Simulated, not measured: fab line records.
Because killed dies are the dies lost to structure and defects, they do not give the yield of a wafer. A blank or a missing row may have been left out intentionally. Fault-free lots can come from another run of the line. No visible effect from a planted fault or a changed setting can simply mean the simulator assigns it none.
fab line records	flow nandHarc
record: lots: 6	wafers: 18	lastDay: 33
route steps=1302 shown A_STAIRCASE@728 END@1302
lots that met no fault: from a run of the same line without faults
startH: the number of hours between the record's first day and the start of the first shown wafer of the lot	waitH: time in hours since the lot's previous step	" unchanged from the row above	L1.1+2: a single row standing in for several wafers	- value missing, or start not given	* or withheld: withheld	< > ~ a bound
route shown NAME@n: a module of which the file shows steps, and the number in the route of the first	usual: mean and standard deviation over wafers with no fault	same: alike in all rows	chamber/n: place in a boat	sites: each site's reading	_std_site: standard deviation across them	_edge_site: inner sites' mean taken away from outer sites' mean	radiusMm: for every site, how far away it sits from the centre of the wafer	mask NAME#n: copy n	behind: tool/chamber where the wafer was last shaped	hold: reason for holding the lot/hours on hold/outcome of the hold	device: names the non-switching transistor (n, p or np)	end of line: the route-end tests of the same wafers	for a step that has no rows: nothing shown but its recipe	killed: dies that structure and defects cost at the first sort, which is not the same as the wafer's yield	map: a wafer's dies, x killed, . not, _ none there
set.NAME: the setting the step ran with; set.NAME@STEP: the setting that earlier step ran with	model.NAME: the simulator's own value behind a step, which no gauge read
lots at some steps of the route; a table a step, a row a wafer
services: the hour from which a tool's chamber was out of use, counted from the record's first day as startH (under 0 if before that day), plus the number of hours and why
== steps ==
step: NHARC_A_STAIRCASE_EXPOSE_214
recipe: na: 0.5	doseMj: 31.26	maskId: STAIR_3
step: NHARC_A_STAIRCASE_PEB_215
recipe: pebTempC: 115	pebTimeS: 130
step: NHARC_A_STAIRCASE_DEVELOP_216
recipe: timeS: 140
step: NHARC_A_STAIRCASE_HARDBAKE_218
recipe: tempC: 120	timeS: 140
step: NHARC_A_STAIRCASE_DESCUM_219
recipe: timeS: 3	o2FlowSccm: 200	arFlowSccm: 0	biasPowerW: 0	chemistry: O2
step: NHARC_A_STAIRCASE_TRIM_220
recipe: timeS: 211.2	o2FlowSccm: 500	arFlowSccm: 0	biasW: 0	chemistry: O2
usual: chamberPressureMTorr: 60.00/0.053	drypumpMotorCurrentA: 5.6/0.34	oesProductAu: 0.999/0.0087	rfVppV: 57.9/0.84	showerheadPlenumPTorr: 3.55/0.13	throttleValvePct: 17.037/0.0093
same: biasW: 0	timeS: 211.2
lot.wafer	tool	chamber	startH	waitH	chamberPressureMTorr	drypumpMotorCurrentA	oesProductAu	rfHoursCounterH	rfVppV	showerheadPlenumPTorr	throttleValvePct
L577.1	rieDiel-07	3	357.08	0.1	60.01	6.0	1.002	20	59.5	3.61	17.043
L577.2	"	0	"	"	59.95	5.8	0.996	19	59.6	3.68	17.022
L577.5	"	1	"	"	60.03	5.5	0.994	-	57.1	3.48	17.037
L594.1	rieDiel-08	2	527.33	0.1	59.95	5.4	1.020	48	56.6	3.37	17.046
L594.4	"	0	"	"	59.99	5.3	1.008	48	58.8	3.71	17.046
L594.6	"	3	"	"	59.99	5.7	0.991	-	56.6	3.43	17.043
L593.4	rieDiel-07	1	533.81	0.1	60.03	5.5	0.984	19	58.2	3.45	17.022
L593.3	"	3	"	"	59.93	6.0	1.008	16	58.8	3.57	17.040
L593.5	"	0	"	"	59.95	5.8	0.988	-	57.9	3.64	17.038
L597.2	rieDiel-04	2	549.27	0.1	60.02	5.8	0.998	4	57.5	3.72	17.040
L597.6	"	1	"	"	59.92	4.8	1.002	-	56.5	3.35	17.039
L597.5	"	0	"	"	60.02	5.8	0.994	-	58.0	3.51	17.038
L598.4	rieDiel-08	0	572.74	0.1	59.94	5.3	0.997	8	57.8	3.70	17.040
L598.3	"	1	"	"	60.03	6.0	0.991	8	57.7	3.77	17.044
L598.5	"	2	"	"	60.02	5.4	1.002	-	56.6	3.36	17.026
L600.3	rieDiel-07	0	590.83	0.1	59.99	5.8	0.992	40	57.9	3.63	17.035
L600.4	"	1	"	"	59.97	5.5	0.987	39	57.1	3.44	17.043
L600.6	"	3	"	"	59.96	6.0	1.002	-	58.8	3.56	17.034
step: NHARC_A_STAIRCASE_ETCH_221
recipe: targetDepthA: 1000	timeS: 40.5	ionEnergyEv: 400	c4f8FlowSccm: 20	o2FlowSccm: 10	arFlowSccm: withheld	rfW: 600	biasW: 1000	chemistry: C4F8/O2
usual: oesProductAu: 0.941/0.014	rfVppV: 897/4.6
same: timeS: 40.5
lot.wafer	tool	chamber	startH	waitH	oesProductAu	rfHoursCounterH	rfVppV
L577.2	rieDiel-07	0	-	-	0.955	19	901
L577.1	"	1	"	"	0.939	16	893
L577.5	"	3	"	"	0.944	-	898
L594.4	rieDiel-08	1	-	-	0.927	47	905
L594.1	"	3	"	"	0.922	50	894
L594.6	"	2	"	"	0.937	-	891
L593.4	rieDiel-07	3	-	-	0.937	16	897
L593.3	"	0	"	"	0.928	19	901
L593.5	"	1	"	"	0.923	-	894
L597.2	rieDiel-04	1	-	-	0.940	2	891
L597.5	"	2	"	"	0.932	-	902
L597.6	"	3	"	"	0.997	-	899
L598.3	rieDiel-08	3	-	-	0.948	6	892
L598.4	"	0	"	"	0.961	8	902
L598.5	"	3	"	"	0.941	-	892
L600.3	rieDiel-07	1	-	-	0.960	39	892
L600.4	"	3	"	"	0.943	35	898
L600.6	"	1	"	"	0.957	-	894
step: NHARC_A_STAIRCASE_TRIM_222
recipe: timeS: 211.2	o2FlowSccm: 500	arFlowSccm: 0	biasW: 0	chemistry: O2
usual: chamberPressureMTorr: 60.00/0.048	drypumpMotorCurrentA: 5.6/0.35	oesProductAu: 1.000/0.0084	rfVppV: 57.8/0.79	showerheadPlenumPTorr: 3.55/0.13	throttleValvePct: 17.037/0.0081
same: biasW: 0	timeS: 211.2
lot.wafer	tool	chamber	startH	waitH	chamberPressureMTorr	drypumpMotorCurrentA	oesProductAu	rfHoursCounterH	rfVppV	showerheadPlenumPTorr	throttleValvePct
L577.2	rieDiel-07	1	-	-	60.02	5.5	1.001	16	57.3	3.48	17.040
L577.1	"	2	"	"	60.07	5.6	1.001	17	58.0	3.52	17.033
L577.5	"	0	"	"	59.93	5.8	0.991	-	57.6	3.68	17.048
L594.1	rieDiel-08	2	-	-	60.02	5.4	1.011	48	58.0	3.37	17.040
L594.4	"	0	"	"	60.01	5.3	1.010	49	57.7	3.71	17.047
L594.6	"	3	"	"	60.04	5.7	1.000	-	58.1	3.43	17.038
L593.3	rieDiel-07	0	-	-	59.98	5.8	0.989	19	57.8	3.64	17.042
L593.4	"	1	"	"	59.99	5.5	0.986	19	57.4	3.45	17.015
L593.5	"	3	"	"	59.97	6.0	1.007	-	57.9	3.57	17.046
L597.2	rieDiel-04	3	-	-	59.98	5.3	1.006	0	58.0	3.61	17.046
L597.6	"	2	"	"	59.97	5.8	0.997	-	57.8	3.72	17.041
L597.5	"	3	"	"	59.96	5.3	0.996	-	60.3	3.61	17.032
L598.3	rieDiel-08	3	-	-	60.06	5.7	1.009	6	57.7	3.42	17.039
L598.4	"	0	"	"	60.01	5.3	0.999	8	58.0	3.70	17.031
L598.5	"	1	"	"	59.95	6.0	1.001	-	57.3	3.77	17.032
L600.4	rieDiel-07	1	-	-	60.02	5.5	0.989	39	58.4	3.44	17.049
L600.3	"	2	"	"	59.98	5.6	0.990	34	57.1	3.48	17.037
L600.6	"	3	"	"	60.03	6.0	1.004	-	58.3	3.56	17.033
step: NHARC_A_STAIRCASE_ETCH_223
recipe: targetDepthA: 1000	timeS: 40.5	ionEnergyEv: 400	c4f8FlowSccm: 20	o2FlowSccm: 10	arFlowSccm: withheld	rfW: 600	biasW: 1000	chemistry: C4F8/O2
step: NHARC_A_STAIRCASE_TRIM_224
recipe: timeS: 211.2	o2FlowSccm: 500	arFlowSccm: 0	biasW: 0	chemistry: O2
usual: chamberPressureMTorr: 60.01/0.062	drypumpMotorCurrentA: 5.6/0.34	oesProductAu: 1.000/0.008	rfVppV: 57.9/0.9	showerheadPlenumPTorr: 3.55/0.13	throttleValvePct: 17.034/0.0089
same: biasW: 0	timeS: 211.2
lot.wafer	tool	chamber	startH	waitH	chamberPressureMTorr	drypumpMotorCurrentA	oesProductAu	rfHoursCounterH	rfVppV	showerheadPlenumPTorr	throttleValvePct
L577.2	rieDiel-07	1	-	-	60.03	5.5	0.995	16	56.8	3.48	17.058
L577.1	"	2	"	"	60.06	5.6	0.994	17	57.1	3.52	17.020
L577.5	"	2	"	"	59.97	5.7	0.989	-	58.8	3.52	17.037
L594.1	rieDiel-08	0	-	-	60.10	5.3	1.004	49	57.7	3.71	17.041
L594.4	"	1	"	"	60.03	6.0	0.992	47	57.8	3.78	17.041
L594.6	"	0	"	"	59.95	5.3	1.004	-	58.1	3.71	17.018
L593.3	rieDiel-07	0	-	-	60.12	5.8	0.999	19	58.2	3.64	17.022
L593.4	"	1	"	"	60.00	5.5	0.993	19	57.7	3.45	17.031
L593.5	"	0	"	"	60.07	5.7	1.007	-	57.7	3.64	17.044
L597.2	rieDiel-04	0	-	-	59.89	5.8	0.998	4	59.0	3.51	17.032
L597.6	"	2	"	"	60.22	5.8	0.998	-	58.4	3.72	17.025
L597.5	"	3	"	"	59.97	5.3	0.999	-	58.1	3.61	17.037
L598.4	rieDiel-08	1	-	-	59.98	6.0	0.989	8	58.2	3.77	17.026
L598.3	"	3	"	"	59.98	5.7	0.994	6	56.4	3.42	17.034
L598.5	"	1	"	"	59.95	6.0	1.007	-	58.8	3.77	17.030
L600.4	rieDiel-07	2	-	-	60.03	5.6	1.000	34	57.5	3.48	17.026
L600.3	"	3	"	"	59.99	6.0	1.008	35	58.1	3.56	17.027
L600.6	"	2	"	"	59.99	5.6	0.993	-	55.9	3.48	17.035
step: NHARC_A_STAIRCASE_ETCH_225
recipe: targetDepthA: 1000	timeS: 40.5	ionEnergyEv: 400	c4f8FlowSccm: 20	o2FlowSccm: 10	arFlowSccm: withheld	rfW: 600	biasW: 1000	chemistry: C4F8/O2
step: NHARC_A_STAIRCASE_TRIM_226
recipe: timeS: 211.2	o2FlowSccm: 500	arFlowSccm: 0	biasW: 0	chemistry: O2
usual: biasW: 0/0	chamberPressureMTorr: 60.00/0.06	drypumpMotorCurrentA: 5.6/0.35	oesProductAu: 1.000/0.0083	rfVppV: 57.8/0.96	showerheadPlenumPTorr: 3.56/0.13	throttleValvePct: 17.036/0.0095	timeS: 211.2/0
lot.wafer	tool	chamber	startH	waitH	biasW	chamberPressureMTorr	drypumpMotorCurrentA	oesProductAu	rfHoursCounterH	rfVppV	showerheadPlenumPTorr	throttleValvePct	timeS
L577.1	rieDiel-07	1	357.77	-	0	60.03	5.5	0.996	16	56.9	3.48	17.035	211.2
L577.2	"	2	"	"	0	60.08	5.6	0.995	17	57.7	3.52	17.036	211.2
L577.5	"	3	"	"	0	60.11	6.0	1.006	-	57.0	3.60	17.043	211.2
L594.1	rieDiel-08	2	528.20	-	-	-	-	-	-	-	-	-	-
L594.4	"	1	"	"	-	-	-	-	-	-	-	-	-
L594.6	"	2	"	"	-	-	-	-	-	-	-	-	-
L593.3	rieDiel-07	1	534.51	-	-	-	-	-	-	-	-	-	-
L593.4	"	3	"	"	-	-	-	-	-	-	-	-	-
L593.5	"	0	"	"	-	-	-	-	-	-	-	-	-
L597.2	rieDiel-04	0	550.03	-	0	59.99	5.8	0.989	4	57.3	3.51	17.028	211.2
L597.6	"	0	"	"	0	60.01	5.8	0.986	-	58.3	3.51	17.054	211.2
L597.5	"	1	"	"	0	60.01	4.8	1.005	-	56.9	3.35	17.039	211.2
L598.3	rieDiel-08	3	573.41	-	0	60.01	5.7	0.998	6	58.1	3.42	17.040	211.2
L598.4	"	2	"	"	0	60.08	5.4	1.010	6	57.6	3.36	17.059	211.2
L598.5	"	3	"	"	0	60.06	5.7	1.002	-	58.7	3.42	17.063	211.2
L600.3	rieDiel-07	1	591.58	-	0	59.93	5.5	0.997	40	57.7	3.44	17.049	211.2
L600.4	"	0	"	"	0	59.97	5.8	1.004	41	56.9	3.63	17.039	211.2
L600.6	"	2	"	"	0	60.04	5.6	0.999	-	58.6	3.48	17.039	211.2
step: NHARC_A_STAIRCASE_ETCH_227
recipe: targetDepthA: 1000	timeS: 40.5	ionEnergyEv: 400	c4f8FlowSccm: 20	o2FlowSccm: 10	arFlowSccm: withheld	rfW: 600	biasW: 1000	chemistry: C4F8/O2
usual: oesProductAu: 0.942/0.0089	rfVppV: 897/4.9
same: timeS: 40.5
lot.wafer	tool	chamber	startH	waitH	oesProductAu	rfHoursCounterH	rfVppV
L577.2	rieDiel-07	2	-	-	0.947	17	895
L577.1	"	3	"	"	0.940	21	899
L577.5	"	2	"	"	0.946	-	896
L594.4	rieDiel-08	0	-	-	0.951	49	902
L594.1	"	1	"	"	0.935	48	905
L594.6	"	3	"	"	0.929	-	891
L593.3	rieDiel-07	1	-	-	0.921	19	894
L593.4	"	2	"	"	0.937	17	896
L593.5	"	0	"	"	0.934	-	901
L597.2	rieDiel-04	0	-	-	0.950	4	897
L597.5	"	1	"	"	0.936	-	890
L597.6	"	2	"	"	0.944	-	903
L598.3	rieDiel-08	3	-	-	0.937	6	892
L598.4	"	1	"	"	0.947	8	905
L598.5	"	2	"	"	0.951	-	891
L600.4	rieDiel-07	0	-	-	0.941	41	899
L600.3	"	1	"	"	0.931	40	892
L600.6	"	3	"	"	0.936	-	899
step: NHARC_END_SORT_01
recipe: tempC: 25
usual: killedAtArray: 60/21	killedAtOther: 1.0/1.2	killedAtPeriphery: 4.2/2.8	killedDies: 65/20	killedOpen: 3.1/1.8	killedShort: 2.6/1.6
same: grossDies: 677
lot.wafer	tool	chamber	startH	waitH	killedAtArray	killedAtOther	killedAtPeriphery	killedDies	killedOpen	killedShort
L577.1	prober-02	0	554.22	2.5	92	1	3	96	3	3
L577.2	prober-02	0	555.03	2.8	102	0	8	110	6	4
L577.5	prober-02	0	557.46	3.7	79	0	4	83	6	2
L594.1	prober-01	0	722.50	2.5	674	2	1	677	1	3
L594.4	prober-01	0	724.89	3.4	673	1	3	677	3	0
L594.6	prober-01	0	726.49	4.0	673	0	4	677	2	2
L593.3	prober-02	0	737.15	3.1	670	0	7	677	5	2
L593.4	prober-02	0	737.95	3.4	672	0	5	677	6	2
L593.5	prober-02	0	738.75	3.7	666	0	11	677	9	4
L597.2	prober-01	0	764.03	2.8	93	0	3	96	4	5
L597.5	prober-01	0	766.43	3.7	74	0	7	81	4	2
L597.6	prober-01	0	767.23	4.0	78	2	8	88	3	2
L598.3	prober-01	0	780.43	3.1	22	1	5	28	3	1
L598.4	prober-01	0	781.23	3.4	23	0	11	34	4	2
L598.5	prober-01	0	782.03	3.7	13	1	9	23	2	2
L600.3	prober-01	0	788.23	3.1	47	3	2	52	1	1
L600.4	prober-01	0	789.02	3.4	35	0	3	38	3	2
L600.6	prober-01	0	790.61	4.0	35	3	3	41	1	2
killed by level:class
L577.1 A_CHANNEL_HOLE_D2:chamberFilmFlake=38 A_CHANNEL_HOLE_D1:chamberFilmFlake=34 A_SLIT:chamberFilmFlake=8 A_CONTACT:chamberFilmFlake=5 P_ZERO_WELL:chamberFilmFlake=2 P_M0:geometricParticle:short=1 A_CHANNEL_FILL_D1:geometricParticle:short=1 A_ONON_D2:geometricParticle:open=1
L577.2 A_CHANNEL_HOLE_D2:chamberFilmFlake=31 A_CHANNEL_HOLE_D1:chamberFilmFlake=29 A_SLIT:chamberFilmFlake=24 A_CONTACT:chamberFilmFlake=8 P_M0:geometricParticle:open=3 A_CHANNEL_FILL_D2:geometricParticle:open=2 P_ZERO_WELL:chamberFilmFlake=2 A_STAIRCASE:chamberFilmFlake=2
L577.5 A_CHANNEL_HOLE_D2:chamberFilmFlake=29 A_CHANNEL_HOLE_D1:chamberFilmFlake=21 A_SLIT:chamberFilmFlake=13 A_CONTACT:chamberFilmFlake=6 A_STAIRCASE:chamberFilmFlake=2 P_CONTACT:geometricParticle:open=1 P_M0:geometricParticle:open=1 A_ONON_D1:geometricParticle:open=1
L594.1 A_STAIRCASE:areaTrim=597 A_SLIT:chamberFilmFlake=31 A_CHANNEL_HOLE_D1:chamberFilmFlake=30 A_STAIRCASE:chamberFilmFlake=5 A_CHANNEL_FILL_D1:chamberFilmFlake=3 A_ZERO_WELL:chamberFilmFlake=2 A_SOURCE_PLATE:geometricParticle:short=1 A_ONON_D2:geometricParticle:short=1
L594.4 A_STAIRCASE:areaTrim=605 A_CHANNEL_HOLE_D1:chamberFilmFlake=36 A_SLIT:chamberFilmFlake=17 A_STAIRCASE:chamberFilmFlake=6 P_GATE:chamberFilmFlake=2 A_CHANNEL_FILL_D1:chamberFilmFlake=2 P_GATE:geometricParticle:open=1 A_BLC:geometricParticle:open=1
L594.6 A_STAIRCASE:areaTrim=599 A_SLIT:chamberFilmFlake=32 A_CHANNEL_HOLE_D1:chamberFilmFlake=27 A_STAIRCASE:chamberFilmFlake=7 P_GATE:chamberFilmFlake=2 P_M1:geometricParticle:short=1 A_ONON_D1:geometricParticle:open=1 A_SGD_CUT:geometricParticle:short=1
L593.3 A_STAIRCASE:areaTrim=582 A_CHANNEL_HOLE_D1:chamberFilmFlake=32 A_SLIT:chamberFilmFlake=27 A_CHANNEL_HOLE_D2:chamberFilmFlake=11 A_CONTACT:chamberFilmFlake=7 P_M1:chamberFilmFlake=4 A_STAIRCASE:chamberFilmFlake=4 A_ONON_D1:geometricParticle:open=2
L593.4 A_STAIRCASE:areaTrim=595 A_CHANNEL_HOLE_D1:chamberFilmFlake=28 A_SLIT:chamberFilmFlake=14 A_CONTACT:chamberFilmFlake=14 A_CHANNEL_HOLE_D2:chamberFilmFlake=8 A_STAIRCASE:chamberFilmFlake=3 A_M0:geometricParticle:open=2 P_STI:chamberFilmFlake=2
L593.5 A_STAIRCASE:areaTrim=573 A_CHANNEL_HOLE_D1:chamberFilmFlake=28 A_CHANNEL_HOLE_D2:chamberFilmFlake=20 A_SLIT:chamberFilmFlake=19 A_CONTACT:chamberFilmFlake=14 A_STAIRCASE:chamberFilmFlake=3 A_CHANNEL_FILL_D2:geometricParticle:open=2 P_GATE:chamberFilmFlake=2
L597.2 A_CHANNEL_HOLE_D1:chamberFilmFlake=37 A_SLIT:chamberFilmFlake=35 A_CHANNEL_FILL_D1:chamberFilmFlake=4 A_WL_FILL:chamberFilmFlake=4 A_CONTACT:chamberFilmFlake=3 P_GATE:chamberFilmFlake=2 A_DECK1_JOINT:chamberFilmFlake=2 P_CONTACT:geometricParticle:short=1
L597.5 A_CHANNEL_HOLE_D1:chamberFilmFlake=34 A_SLIT:chamberFilmFlake=19 A_CONTACT:chamberFilmFlake=9 P_GATE:chamberFilmFlake=4 A_CHANNEL_FILL_D1:chamberFilmFlake=3 A_STAIRCASE:chamberFilmFlake=3 A_CHANNEL_FILL_D1:geometricParticle:open=2 P_GATE:geometricParticle:open=1
L597.6 A_SLIT:chamberFilmFlake=36 A_CHANNEL_HOLE_D1:chamberFilmFlake=31 A_CONTACT:chamberFilmFlake=6 P_GATE:chamberFilmFlake=3 A_STAIRCASE:chamberFilmFlake=3 P_M2:geometricParticle:open=2 P_BONDPAD:chamberFilmFlake=2 P_CONTACT:geometricParticle:open=1
L598.3 A_SLIT:chamberFilmFlake=11 A_CHANNEL_FILL_D1:chamberFilmFlake=3 A_ONON_D1:geometricParticle:open=2 P_ZERO_WELL:chamberFilmFlake=2 A_CONTACT:chamberFilmFlake=2 A_WL_FILL:geometricParticle:open=1 A_M0:geometricParticle:short=1 P_STI:chamberFilmFlake=1
L598.4 A_SLIT:chamberFilmFlake=9 P_GATE:chamberFilmFlake=5 P_M0:chamberFilmFlake=3 A_CHANNEL_HOLE_D2:chamberFilmFlake=3 A_CHANNEL_FILL_D1:chamberFilmFlake=2 P_CONTACT:geometricParticle:open=1 P_M0:geometricParticle:open=1 A_SOURCE_PLATE:geometricParticle:open=1
L598.5 A_SLIT:chamberFilmFlake=5 P_GATE:chamberFilmFlake=3 P_ZERO_WELL:chamberFilmFlake=2 P_BONDPAD:chamberFilmFlake=2 A_CHANNEL_FILL_D1:chamberFilmFlake=2 A_CONTACT:chamberFilmFlake=2 P_M0:geometricParticle:short=1 P_M0:geometricParticle:open=1
L600.3 A_SLIT:chamberFilmFlake=35 A_CONTACT:chamberFilmFlake=8 THIN_TSV:chamberFilmFlake=3 P_M0:geometricParticle:open=1 A_BLC:geometricParticle:short=1 P_M1:chamberFilmFlake=1 A_CHANNEL_HOLE_D1:chamberFilmFlake=1 A_DECK1_JOINT:chamberFilmFlake=1
L600.4 A_SLIT:chamberFilmFlake=16 A_CONTACT:chamberFilmFlake=8 A_ONON_D2:geometricParticle:open=2 P_M1:chamberFilmFlake=2 A_ZERO_WELL:chamberFilmFlake=2 A_CHANNEL_FILL_D1:chamberFilmFlake=2 A_ONON_D1:geometricParticle:short=1 A_CHANNEL_FILL_D2:geometricParticle:open=1
L600.6 A_SLIT:chamberFilmFlake=27 A_CONTACT:chamberFilmFlake=4 THIN_TSV:chamberFilmFlake=3 P_M0:geometricParticle:open=1 A_ONON_D2:geometricParticle:short=1 A_M0:geometricParticle:short=1 P_ZERO_WELL:chamberFilmFlake=1 P_M1:chamberFilmFlake=1
map L593.3 (x killed, . not)
____________x____________
_________xxxxxxx_________
_______xxxxxxxxxxx_______
______xxxxxxxxxxxxx______
_____xxxxxxxxxxxxxxx_____
____xxxxxxxxxxxxxxxxx____
____xxxxxxxxxxxxxxxxx____
___xxxxxxxxxxxxxxxxxxx___
___xxxxxxxxxxxxxxxxxxx___
__xxxxxxxxxxxxxxxxxxxxx__
__xxxxxxxxxxxxxxxxxxxxx__
_xxxxxxxxxxxxxxxxxxxxxxx_
_xxxxxxxxxxxxxxxxxxxxxxx_
_xxxxxxxxxxxxxxxxxxxxxxx_
_xxxxxxxxxxxxxxxxxxxxxxx_
_xxxxxxxxxxxxxxxxxxxxxxx_
xxxxxxxxxxxxxxxxxxxxxxxxx
xxxxxxxxxxxxxxxxxxxxxxxxx
xxxxxxxxxxxxxxxxxxxxxxxxx
xxxxxxxxxxxxxxxxxxxxxxxxx
xxxxxxxxxxxxxxxxxxxxxxxxx
_xxxxxxxxxxxxxxxxxxxxxxx_
_xxxxxxxxxxxxxxxxxxxxxxx_
_xxxxxxxxxxxxxxxxxxxxxxx_
_xxxxxxxxxxxxxxxxxxxxxxx_
_xxxxxxxxxxxxxxxxxxxxxxx_
__xxxxxxxxxxxxxxxxxxxxx__
__xxxxxxxxxxxxxxxxxxxxx__
___xxxxxxxxxxxxxxxxxxx___
___xxxxxxxxxxxxxxxxxxx___
____xxxxxxxxxxxxxxxxx____
____xxxxxxxxxxxxxxxxx____
_____xxxxxxxxxxxxxxx_____
______xxxxxxxxxxxxx______
_______xxxxxxxxxxx_______
_________xxxxxxx_________
____________x____________
map L594.1 (x killed, . not)
____________x____________
_________xxxxxxx_________
_______xxxxxxxxxxx_______
______xxxxxxxxxxxxx______
_____xxxxxxxxxxxxxxx_____
____xxxxxxxxxxxxxxxxx____
____xxxxxxxxxxxxxxxxx____
___xxxxxxxxxxxxxxxxxxx___
___xxxxxxxxxxxxxxxxxxx___
__xxxxxxxxxxxxxxxxxxxxx__
__xxxxxxxxxxxxxxxxxxxxx__
_xxxxxxxxxxxxxxxxxxxxxxx_
_xxxxxxxxxxxxxxxxxxxxxxx_
_xxxxxxxxxxxxxxxxxxxxxxx_
_xxxxxxxxxxxxxxxxxxxxxxx_
_xxxxxxxxxxxxxxxxxxxxxxx_
xxxxxxxxxxxxxxxxxxxxxxxxx
xxxxxxxxxxxxxxxxxxxxxxxxx
xxxxxxxxxxxxxxxxxxxxxxxxx
xxxxxxxxxxxxxxxxxxxxxxxxx
xxxxxxxxxxxxxxxxxxxxxxxxx
_xxxxxxxxxxxxxxxxxxxxxxx_
_xxxxxxxxxxxxxxxxxxxxxxx_
_xxxxxxxxxxxxxxxxxxxxxxx_
_xxxxxxxxxxxxxxxxxxxxxxx_
_xxxxxxxxxxxxxxxxxxxxxxx_
__xxxxxxxxxxxxxxxxxxxxx__
__xxxxxxxxxxxxxxxxxxxxx__
___xxxxxxxxxxxxxxxxxxx___
___xxxxxxxxxxxxxxxxxxx___
____xxxxxxxxxxxxxxxxx____
____xxxxxxxxxxxxxxxxx____
_____xxxxxxxxxxxxxxx_____
______xxxxxxxxxxxxx______
_______xxxxxxxxxxx_______
_________xxxxxxx_________
____________x____________
== services ==
tool	chamber	startH	hours	kind
rieDiel-04	2	346.75	6.7	repair
rieDiel-07	0	352.56	-	clean
rieDiel-07	1	352.56	-	clean
rieDiel-07	2	352.56	-	clean
rieDiel-07	3	352.56	-	clean
rieDiel-04	-	356.20	9.0	pm
rieDiel-08	-	367.91	9.0	pm
rieDiel-07	1	374.61	3.3	repair
rieDiel-07	0	380.79	-	clean
rieDiel-07	1	380.79	-	clean
rieDiel-07	2	380.79	-	clean
rieDiel-07	3	380.79	-	clean
rieDiel-07	0	388.16	14.9	repair
rieDiel-07	0	405.29	-	clean
rieDiel-07	1	405.29	-	clean
rieDiel-07	2	405.29	-	clean
rieDiel-07	3	405.29	-	clean
rieDiel-08	2	409.45	4.7	repair
rieDiel-07	1	459.92	9.0	repair
rieDiel-07	-	471.62	9.0	pm
rieDiel-04	-	533.20	9.0	pm
rieDiel-08	-	544.93	9.0	pm
rieDiel-04	2	556.72	1.8	repair
rieDiel-08	0	589.91	4.2	repair
== key ==
firstSign: step: NHARC_A_STAIRCASE_TRIM_226	reading: toolRecord	direction: missing
effect: step: NHARC_END_SORT_01	reading: killedDies	direction: up	sigmas: 31	usual: 65	struck: 677
moreKillsBornAt: NHARC_A_STAIRCASE_TRIM_226@rieDiel-08: 1801	NHARC_A_STAIRCASE_TRIM_226@rieDiel-07: 1750
metAt NHARC_A_STAIRCASE_TRIM_226
struckWafers L593.3,L593.4,L593.5,L594.1,L594.4,L594.6
laterRowsLeftOut L593.3,L593.4,L593.5,L594.1,L594.4,L594.6
testerLeftOut L593,L594
onsetBetween 357.77 528.20
fault: kind: skippedStepWhole	tool: rieDiel-07,rieDiel-08	chamber: -	onsetH: 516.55	steps: NHARC_A_STAIRCASE_TRIM_226	scope: struckLotsOnly
testerLeftOut: of these lots the tester's yield and bins aren't shown, on N5 and GAA mostly nor the transistor test; their killed dies are dies lost to structure and defects alone, not to doping, threshold or leakage, so they don't give the yield
laterRowsLeftOut: the simulator's readings of these wafers behind a module that went badly wrong aren't trusted and aren't shown, but for the sort
